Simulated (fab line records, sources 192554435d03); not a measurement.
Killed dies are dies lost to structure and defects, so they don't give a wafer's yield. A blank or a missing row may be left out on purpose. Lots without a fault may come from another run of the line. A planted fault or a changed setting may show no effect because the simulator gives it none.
One fault seen from 2 desks | flow n5_finfet | each desk has only its own numbers; what lay behind them comes last

THE METROLOGY DESK
What the gauges read, lot by lot, whatever tool the lot ran on: means of the sampled wafers that have a number. A lot is out of limits, marked OUT, if its mean lies more than 4 standard deviations from the usual mean; the brackets give that distance. Of its 10 readings 7 are shown: those that lie furthest out on some lot.
Columns: A = DIBL_N at N5_BEOL_M4_RC_MEAS_101, usual 36.5 mV/V; B = DIBL_P at N5_BEOL_M4_RC_MEAS_101, usual 36.5 mV/V; C = ION_N at N5_BEOL_M4_RC_MEAS_101, usual 672 uA/um; D = ION_P at N5_BEOL_M4_RC_MEAS_101, usual 459 uA/um; E = SS_N at N5_BEOL_M4_RC_MEAS_101, usual 71.6 mV/dec; F = VT_N at N5_BEOL_M4_RC_MEAS_101, usual 250 mV; G = VT_P at N5_BEOL_M4_RC_MEAS_101, usual -250.5 mV
lot  | first seen here | A    | B    | C   | D   | E    | F   | G
L958 | day 8 14:59     | 33.1 | 35.4 | 668 | 458 | 70.9 | 252 | -251.3
L961 | day 8 21:33     | 35.7 | 35.9 | 676 | 462 | 71.5 | 249 | -252.0
L964 | day 9 09:58     | 36.3 | 35.0 | 678 | 462 | 71.5 | 246 | -250.0
L969 | day 11 20:26    | 36.0 | 36.6 | 674 | 465 | 71.1 | 250 | -247.3
L974 | day 11 22:42    | 37.8 | 36.3 | 666 | 456 | 71.8 | 251 | -249.5
L976 | day 12 10:17    | 35.7 | 34.4 | 672 | 466 | 70.9 | 251 | -248.5
L975 | day 12 16:20    | 36.5 | 34.8 | 672 | 457 | 71.7 | 251 | -252.2
L977 | day 13 08:45    | 35.5 | 36.7 | 672 | 463 | 71.5 | 248 | -251.4
L979 | day 13 09:34    | 36.8 | 37.7 | 683 | 466 | 71.3 | 248 | -248.0
This desk's finding: nothing out of limits on any of the 9 lots.

THE TOOL OWNER'S DESK: rie_diel-06
The tool's own readings at N5_BEOL_M4_ETCH_69 (etches SiARC in CF4, target depth 15.6 nm, time 26 s): means of the sampled wafers that have a number, for each lot that ran on this tool. A lot is out of limits, marked OUT, if its mean lies more than 4 standard deviations from the usual mean; the brackets give that distance.
Columns: A = cf4_flow_sccm at N5_BEOL_M4_ETCH_69, usual 99.99 sccm; B = drypump_motor_current_A at N5_BEOL_M4_ETCH_69, usual 5.8 A; C = etch_rf_on_time_s at N5_BEOL_M4_ETCH_69, usual 26.0 s; D = oes_product_au at N5_BEOL_M4_ETCH_69, usual 0.67 a.u.; E = rf_vpp_V at N5_BEOL_M4_ETCH_69, usual 183.8 V; F = showerhead_plenum_p_Torr at N5_BEOL_M4_ETCH_69, usual 2.11 Torr; G = throttle_valve_pct at N5_BEOL_M4_ETCH_69, usual 15.59 %
lot  | first seen here | A               | B   | C    | D    | E     | F    | G
L961 | day 8 13:27     | 100.08          | 5.1 | 26.1 | 0.69 | 183.9 | 2.07 | 15.33
L964 | day 9 00:13     | 99.77           | 5.3 | 26.2 | 0.73 | 183.4 | 2.10 | 15.33
L969 | day 11 12:23    | 90.03 (-34) OUT | 5.8 | 26.9 | 0.68 | 184.2 | 2.03 | 15.04
L974 | day 11 14:38    | 89.87 (-35) OUT | 5.8 | 26.8 | 0.68 | 183.5 | 2.03 | 15.04
L975 | day 11 17:49    | 89.91 (-35) OUT | 5.6 | 26.8 | 0.74 | 183.6 | 2.06 | 14.83
This desk's finding: out of limits on L969, L974, L975; first on L969, day 11 12:23 (cf4_flow_sccm at N5_BEOL_M4_ETCH_69). In limits: L961, L964.

PUT TOGETHER
The tool owner's desk could have raised an alarm at day 11 12:23, on L969, L974, L975.
The metrology desk saw nothing out of limits.
The metrology desk has L969, L974, L975 on record, within its limits.
Of the lots named, all ran N5_BEOL_M4_ETCH_69 on rie_diel-06.

WHAT THE SIMULATOR HAD PUT IN
Process parameter drift: rie_diel-06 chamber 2, from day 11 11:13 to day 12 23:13, at N5_BEOL_M4_ETCH_69. Setting cf4_flow_sccm, moved by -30, from 100. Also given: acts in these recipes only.
Lots struck among those shown: L969, L974, L975.
Hours from the fault's start to each desk's first reading out of limits: the tool owner's desk, 1.
